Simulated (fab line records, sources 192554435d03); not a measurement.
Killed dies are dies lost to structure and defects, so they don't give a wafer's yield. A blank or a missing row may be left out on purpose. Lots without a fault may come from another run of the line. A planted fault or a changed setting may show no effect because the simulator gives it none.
Which tool did it? | flow n5_finfet | 23 lots, 69 wafers sampled, at 5 steps of a route of 1938

WHAT THE GAUGES READ, wafer by wafer
N5_BEOL_M4_CD_MEAS_18: pitch 36 nm, target cd 18 nm.
lot  | measured     | on        | cd_nm (nm)
L074 | day 7 10:18  | cd_sem-02 | 17.93 18.11 18.32
L075 | day 7 14:19  | cd_sem-01 | 17.85 18.06 17.26
L076 | day 7 19:54  | cd_sem-02 | 18.21 17.58 17.77
L077 | day 8 02:27  | cd_sem-03 | 18.52 17.97 18.36
L079 | day 8 13:05  | cd_sem-01 | 17.77 17.93 17.83
L080 | day 9 00:46  | cd_sem-02 | 18.09 18.25 18.05
L081 | day 9 08:09  | cd_sem-03 | 17.76 17.94 18.27
L082 | day 10 00:52 | cd_sem-02 | 18.01 18.15 17.80
L083 | day 10 05:55 | cd_sem-01 | 18.66 17.87 18.01
L084 | day 10 07:43 | cd_sem-03 | 17.79 18.53 17.60
L085 | day 10 19:22 | cd_sem-01 | 17.76 17.85 17.87
L086 | day 11 06:02 | cd_sem-02 | 17.49 17.83 18.05
L087 | day 11 08:53 | cd_sem-03 | 17.85 18.00 17.84
L088 | day 11 13:38 | cd_sem-03 | 18.18 17.75 17.93
L089 | day 11 17:13 | cd_sem-02 | 18.15 18.25 18.44
L090 | day 11 17:37 | cd_sem-02 | 18.06 18.70 18.24
L092 | day 12 04:03 | cd_sem-02 | 18.46 17.63 18.06
L091 | day 12 10:40 | cd_sem-03 | 17.64 18.02 18.23
L093 | day 12 16:02 | cd_sem-03 | 17.96 17.83 17.65
L094 | day 12 17:43 | cd_sem-03 | 17.94 18.59 17.79
L095 | day 12 21:31 | cd_sem-03 | 17.74 18.11 17.88
L096 | day 13 23:51 | cd_sem-03 | 18.30 17.97 18.39
L097 | day 14 02:43 | cd_sem-03 | 17.77 18.02 18.38

N5_BEOL_M4_OCD_MEAS_38.
lot  | measured     | on     | trench_depth_nm (nm)
L074 | day 7 13:32  | ocd-02 | 55.1 54.7 54.5
L075 | day 7 21:18  | ocd-02 | 55.4 55.7 56.4
L076 | day 7 21:30  | ocd-01 | 56.3 55.0 55.5
L077 | day 8 15:17  | ocd-02 | 56.4 55.4 57.0
L079 | day 8 19:57  | ocd-01 | 54.6 55.2 56.3
L080 | day 9 02:09  | ocd-02 | 57.3 55.1 56.2
L081 | day 9 16:52  | ocd-01 | 56.3 54.7 55.2
L082 | day 10 07:13 | ocd-01 | 55.8 55.4 55.1
L083 | day 10 10:37 | ocd-02 | 56.2 55.7 55.2
L084 | day 10 14:26 | ocd-02 | 56.4 55.7 55.7
L085 | day 11 15:37 | ocd-01 | 55.5 55.8 56.2
L086 | day 11 15:43 | ocd-01 | 56.5 55.1 55.5
L087 | day 11 11:44 | ocd-02 | 56.1 55.8 55.2
L088 | day 11 16:12 | ocd-01 | 56.2 55.5 56.2
L089 | day 11 21:26 | ocd-01 | 55.9 56.8 55.9
L090 | day 11 18:53 | ocd-02 | 56.1 55.2 55.5
L092 | day 12 16:46 | ocd-02 | 55.3 55.9 56.6
L091 | day 12 19:43 | ocd-01 | 54.5 55.3 55.5
L093 | day 12 20:16 | ocd-01 | 56.6 56.7 56.5
L094 | day 13 00:42 | ocd-01 | 57.5 55.7 55.2
L095 | day 13 01:11 | ocd-01 | 56.4 56.2 56.0
L096 | day 14 03:22 | ocd-01 | 56.2 57.1 55.8
L097 | day 14 06:10 | ocd-01 | 55.2 56.9 55.6

WHICH TOOL RAN EACH LOT (tool, then ch and the chambers of the sampled wafers, then the start)
lot  | N5_BEOL_M4_ETCH_64                 | N5_BEOL_M4_STRIP_66                | N5_BEOL_M4_ETCH_41
L074 | rie_diel-06 ch 0,1,2, day 7 09:56  | rie_diel-06 ch 0,1,2, day 7 10:04  | rie_diel-06 ch 1,3, day 7 13:32 or earlier
L075 | rie_diel-02 ch 0,3, day 7 13:53    | rie_diel-02 ch 0,3, day 7 14:01    | rie_diel-02 ch 0,1,3, day 7 21:18 or earlier
L076 | rie_diel-06 ch 0,3, day 7 19:32    | rie_diel-06 ch 0,3, day 7 19:41    | rie_diel-01 ch 1,2, day 7 21:30 or earlier
L077 | rie_diel-06 ch 0,2, day 8 02:02    | rie_diel-06 ch 0,2, day 8 02:10    | rie_diel-02 ch 0,2, day 8 15:17 or earlier
L079 | rie_diel-01 ch 1,2, day 8 12:43    | rie_diel-01 ch 1,2, day 8 12:52    | rie_diel-06 ch 0,3, day 8 19:57 or earlier
L080 | rie_diel-02 ch 0,1,3, day 9 00:25  | rie_diel-02 ch 0,1,3, day 9 00:32  | rie_diel-06 ch 0,1,2, day 9 02:09 or earlier
L081 | rie_diel-01 ch 1,2,3, day 9 07:48  | rie_diel-01 ch 1,2,3, day 9 07:56  | rie_diel-06 ch 2,3, day 9 16:52 or earlier
L082 | rie_diel-06 ch 0,2, day 10 00:31   | rie_diel-06 ch 0,2, day 10 00:39   | rie_diel-02 ch 1,3, day 10 07:13 or earlier
L083 | rie_diel-01 ch 0,1,2, day 10 05:28 | rie_diel-01 ch 0,1,2, day 10 05:35 | rie_diel-06 ch 1,3, day 10 10:37 or earlier
L084 | rie_diel-01 ch 0,1,3, day 10 07:07 | rie_diel-01 ch 0,1,3, day 10 07:15 | rie_diel-02 ch 1,2,3, day 10 14:26 or earlier
L085 | rie_diel-06 ch 0,1,3, day 10 19:00 | rie_diel-06 ch 0,1,3, day 10 19:08 | rie_diel-02 ch 0,1, day 11 15:37 or earlier
L086 | rie_diel-06 ch 0,1,2, day 11 05:41 | rie_diel-06 ch 0,1,2, day 11 05:49 | rie_diel-01 ch 0,2,3, day 11 15:43 or earlier
L087 | rie_diel-01 ch 0,2,3, day 11 08:32 | rie_diel-01 ch 0,2,3, day 11 08:40 | rie_diel-01 ch 2,3, day 11 11:44 or earlier
L088 | rie_diel-01 ch 0,3, day 11 13:17   | rie_diel-01 ch 0,3, day 11 13:25   | rie_diel-02 ch 1,3, day 11 16:12 or earlier
L089 | rie_diel-02 ch 0,2,3, day 11 16:52 | rie_diel-02 ch 0,2,3, day 11 17:00 | rie_diel-01 ch 2,3, day 11 21:26 or earlier
L090 | rie_diel-01 ch 0,2,3, day 11 17:16 | rie_diel-01 ch 0,2,3, day 11 17:24 | rie_diel-02 ch 0,1,3, day 11 18:53 or earlier
L092 | rie_diel-06 ch 1,2, day 12 03:41   | rie_diel-06 ch 1,2, day 12 03:49   | rie_diel-01 ch 0,1,3, day 12 16:46 or earlier
L091 | rie_diel-01 ch 1,2,3, day 12 10:18 | rie_diel-01 ch 1,2,3, day 12 10:26 | rie_diel-02 ch 0,1, day 12 19:43 or earlier
L093 | rie_diel-01 ch 0,3, day 12 15:34   | rie_diel-01 ch 0,3, day 12 15:42   | rie_diel-06 ch 0,2,3, day 12 20:16 or earlier
L094 | rie_diel-06 ch 1,2,3, day 12 17:21 | rie_diel-06 ch 1,2,3, day 12 17:29 | rie_diel-02 ch 0,1,2, day 13 00:42 or earlier
L095 | rie_diel-06 ch 0,2, day 12 21:10   | rie_diel-06 ch 0,2, day 12 21:18   | rie_diel-01 ch 0,3, day 13 01:11 or earlier
L096 | rie_diel-01 ch 0,2,3, day 13 23:30 | rie_diel-01 ch 0,2,3, day 13 23:38 | rie_diel-02 ch 1,2,3, day 14 03:22 or earlier
L097 | rie_diel-02 ch 1,2, day 14 02:22   | rie_diel-02 ch 1,2, day 14 02:29   | rie_diel-02 ch 0,1, day 14 06:10 or earlier
- N5_BEOL_M4_ETCH_64: etches SOC in N2/H2, target depth 75 nm, overetch 22.5 nm, time 121.9 s.
- N5_BEOL_M4_STRIP_66: strips in CF4.
- N5_BEOL_M4_ETCH_41: etches SiCN in CH3F/O2, target depth 29.9 nm, time 52.5 s.

WHAT THE TOOLS THEMSELVES READ (means of the sampled wafers that have a number; where no wafer has one, the mark that the record gives instead)
N5_BEOL_M4_ETCH_64.
lot  | tool        | bias_w (W) | drypump_motor_current_A (A) | h2_flow_sccm (sccm) | oes_product_au (a.u.) | rf_vpp_V (V) | showerhead_plenum_p_Torr (Torr) | throttle_valve_pct (%)
L074 | rie_diel-06 | 150.1      | 5.5                         | 200.0               | 0.63                  | 524.9        | 2.57                            | 17.63
L075 | rie_diel-02 | 150.0      | 5.7                         | 199.9               | 0.55                  | 526.4        | 2.63                            | 17.62
L076 | rie_diel-06 | 149.9      | 5.6                         | 199.6               | 0.60                  | 525.5        | 2.60                            | 17.83
L077 | rie_diel-06 | 149.7      | 5.6                         | 199.8               | 0.68                  | 523.8        | 2.56                            | 17.63
L079 | rie_diel-01 | 150.2      | 5.7                         | 200.1               | 0.62                  | 522.8        | 2.49                            | 17.68
L080 | rie_diel-02 | 149.6      | 5.6                         | 200.1               | 0.59                  | 524.6        | 2.59                            | 17.64
L081 | rie_diel-01 | 150.1      | 5.9                         | 199.5               | 0.63                  | 523.3        | 2.49                            | 17.72
L082 | rie_diel-06 | 149.3      | 5.4                         | 199.9               | 0.63                  | 525.9        | 2.63                            | 17.68
L083 | rie_diel-01 | 150.2      | 5.5                         | 200.3               | 0.63                  | 521.8        | 2.49                            | 17.79
L084 | rie_diel-01 | 149.6      | 5.7                         | 199.7               | 0.65                  | 522.5        | 2.49                            | 17.82
L085 | rie_diel-06 | 150.3      | 5.7                         | 200.0               | 0.56                  | 523.4        | 2.54                            | 17.84
L086 | rie_diel-06 | 149.8      | 5.5                         | 200.2               | 0.61                  | 523.8        | 2.56                            | 17.67
L087 | rie_diel-01 | 149.8      | 5.8                         | 199.5               | 0.67                  | 521.4        | 2.48                            | 17.56
L088 | rie_diel-01 | 150.2      | 5.6                         | 199.9               | 0.68                  | 522.2        | 2.48                            | 17.65
L089 | rie_diel-02 | 150.0      | 5.6                         | 200.0               | 0.57                  | 523.7        | 2.57                            | 17.68
L090 | rie_diel-01 | 150.0      | 5.8                         | 199.9               | 0.66                  | 522.0        | 2.47                            | 17.58
L092 | rie_diel-06 | 149.7      | 5.6                         | 199.7               | 0.58                  | 522.9        | 2.50                            | 17.66
L091 | rie_diel-01 | 149.8      | 6.0                         | 200.4               | 0.67                  | 521.8        | 2.48                            | 17.63
L093 | rie_diel-01 | 150.5      | 5.6                         | 199.6               | 0.68                  | 521.2        | 2.48                            | 17.65
L094 | rie_diel-06 | 150.3      | 5.8                         | 199.9               | 0.64                  | 524.4        | 2.57                            | 17.66
L095 | rie_diel-06 | 150.4      | 5.4                         | 199.9               | 0.61                  | 526.8        | 2.61                            | 17.74
L096 | rie_diel-01 | 149.7      | 5.8                         | 199.5               | 0.65                  | 521.6        | 2.47                            | 17.59
L097 | rie_diel-02 | 150.1      | 5.7                         | 201.1               | 0.62                  | 521.2        | 2.48                            | 17.67

N5_BEOL_M4_STRIP_66.
lot  | tool        | drypump_motor_current_A (A) | oes_product_au (a.u.) | rf_vpp_V (V) | showerhead_plenum_p_Torr (Torr) | throttle_valve_pct (%)
L074 | rie_diel-06 | 5.5                         | 0.83                  | 271.9        | 1.81                            | 13.40
L075 | rie_diel-02 | 5.7                         | 0.72                  | 273.3        | 1.85                            | 13.42
L076 | rie_diel-06 | 5.6                         | 0.78                  | 272.3        | 1.83                            | 13.49
L077 | rie_diel-06 | 5.6                         | 0.88                  | 271.1        | 1.80                            | 13.32
L079 | rie_diel-01 | 5.6                         | 0.79                  | 270.0        | 1.76                            | 13.45
L080 | rie_diel-02 | 5.6                         | 0.77                  | 271.9        | 1.82                            | 13.40
L081 | rie_diel-01 | 5.9                         | 0.81                  | 270.1        | 1.76                            | 13.50
L082 | rie_diel-06 | 5.4                         | 0.82                  | 271.9        | 1.84                            | 13.38
L083 | rie_diel-01 | 5.4                         | 0.81                  | 270.5        | 1.76                            | 13.55
L084 | rie_diel-01 | 5.7                         | 0.84                  | 270.2        | 1.76                            | 13.57
L085 | rie_diel-06 | 5.7                         | 0.73                  | 270.1        | 1.79                            | 13.60
L086 | rie_diel-06 | 5.5                         | 0.79                  | 272.4        | 1.80                            | 13.45
L087 | rie_diel-01 | 5.8                         | 0.86                  | 270.5        | 1.75                            | 13.28
L088 | rie_diel-01 | 5.6                         | 0.89                  | 269.9        | 1.75                            | 13.35
L089 | rie_diel-02 | 5.6                         | 0.74                  | 271.7        | 1.81                            | 13.46
L090 | rie_diel-01 | 5.8                         | 0.86                  | 269.8        | 1.75                            | 13.30
L092 | rie_diel-06 | 5.6                         | 0.75                  | 270.4        | 1.77                            | 13.54
L091 | rie_diel-01 | 5.9                         | 0.87                  | 270.2        | 1.75                            | 13.36
L093 | rie_diel-01 | 5.6                         | 0.88                  | 270.3        | 1.75                            | 13.37
L094 | rie_diel-06 | 5.8                         | 0.84                  | 270.8        | 1.81                            | 13.41
L095 | rie_diel-06 | 5.4                         | 0.80                  | 272.5        | 1.84                            | 13.43
L096 | rie_diel-01 | 5.8                         | 0.84                  | 270.6        | 1.75                            | 13.34
L097 | rie_diel-02 | 5.8                         | 0.81                  | 270.1        | 1.75                            | 13.37

N5_BEOL_M4_ETCH_41.
lot  | tool        | bias_w (W) | drypump_motor_current_A (A) | oes_product_au (a.u.) | rf_vpp_V (V) | showerhead_plenum_p_Torr (Torr) | throttle_valve_pct (%)
L074 | rie_diel-06 | 75.15      | 6.0                         | 0.71                  | 295.8        | 1.92                            | 16.35
L075 | rie_diel-02 | 75.07      | 5.6                         | 0.80                  | 298.0        | 2.04                            | 16.13
L076 | rie_diel-01 | 74.97      | 5.7                         | 0.82                  | 296.4        | 1.96                            | 16.17
L077 | rie_diel-02 | 74.85      | 5.8                         | 0.82                  | 297.1        | 1.99                            | 16.05
L079 | rie_diel-06 | 74.94      | 5.8                         | 0.73                  | 295.9        | 1.97                            | 16.36
L080 | rie_diel-06 | 75.04      | 5.5                         | 0.82                  | 298.1        | 2.02                            | 16.17
L081 | rie_diel-06 | 74.98      | 6.0                         | 0.75                  | 296.2        | 1.91                            | 16.33
L082 | rie_diel-02 | 74.85      | 5.6                         | 0.82                  | 297.7        | 2.00                            | 16.13
L083 | rie_diel-06 | 75.14      | 5.8                         | 0.71                  | 295.5        | 1.95                            | 16.31
L084 | rie_diel-02 | 74.93      | 5.5                         | 0.82                  | 297.0        | 1.99                            | 16.15
L085 | rie_diel-02 | 75.01      | 5.8                         | 0.80                  | 297.4        | 1.99                            | 16.10
L086 | rie_diel-01 | 75.05      | 5.7                         | 0.88                  | 296.8        | 1.95                            | 16.07
L087 | rie_diel-01 | 74.99      | 6.2                         | 0.88                  | 296.2        | 1.95                            | 16.07
L088 | rie_diel-02 | 75.05      | 5.4                         | 0.76                  | 298.0        | 2.03                            | 16.24
L089 | rie_diel-01 | 74.98      | 6.0                         | 0.84                  | 296.3        | 1.95                            | 16.01
L090 | rie_diel-02 | 74.71      | 5.6                         | 0.76                  | 297.8        | 2.03                            | 16.18
L092 | rie_diel-01 | 75.14      | 5.7                         | 0.91                  | 295.9        | 1.96                            | 16.23
L091 | rie_diel-02 | 74.88      | 5.8                         | 0.75                  | 298.4        | 2.02                            | 16.14
L093 | rie_diel-06 | 74.96      | 5.7                         | 0.87                  | 299.1        | 2.06                            | 16.14
L094 | rie_diel-02 | 75.07      | 5.8                         | 0.79                  | 296.4        | 1.98                            | 16.13
L095 | rie_diel-01 | 74.97      | 6.0                         | 0.88                  | 296.7        | 1.96                            | 16.17
L096 | rie_diel-02 | 75.09      | 5.6                         | 0.78                  | 296.7        | 1.98                            | 16.19
L097 | rie_diel-02 | 75.21      | 5.9                         | 0.74                  | 297.9        | 2.02                            | 16.16

THE ANSWER, worked out from the rows above alone
Rule: what is usual is taken from the lots themselves. Put in order of their means at a reading, lots are off if they are a third of the lots or fewer, leave a main group of 4 or more, and stand apart from it by a gap of 3 or more times the standard deviation of the main group's means; of several such gaps the widest counts. A main group whose means are all the same, to the digits that the tables above print for the reading, isn't used. A lot without any number at a reading at which 4 lots or more have one is off too. The other lots that the step has rows for count as sound. The gauges are gone through in route order, then the tools' own readings, and for those a lot's mean is taken as printed above. The first step at which some lot is off is used, and at that step the reading that is off furthest; a lot without a number counts as furthest.
No lot is off at any reading shown: from this, nothing can be told.

WHAT THE SIMULATOR HAD PUT IN
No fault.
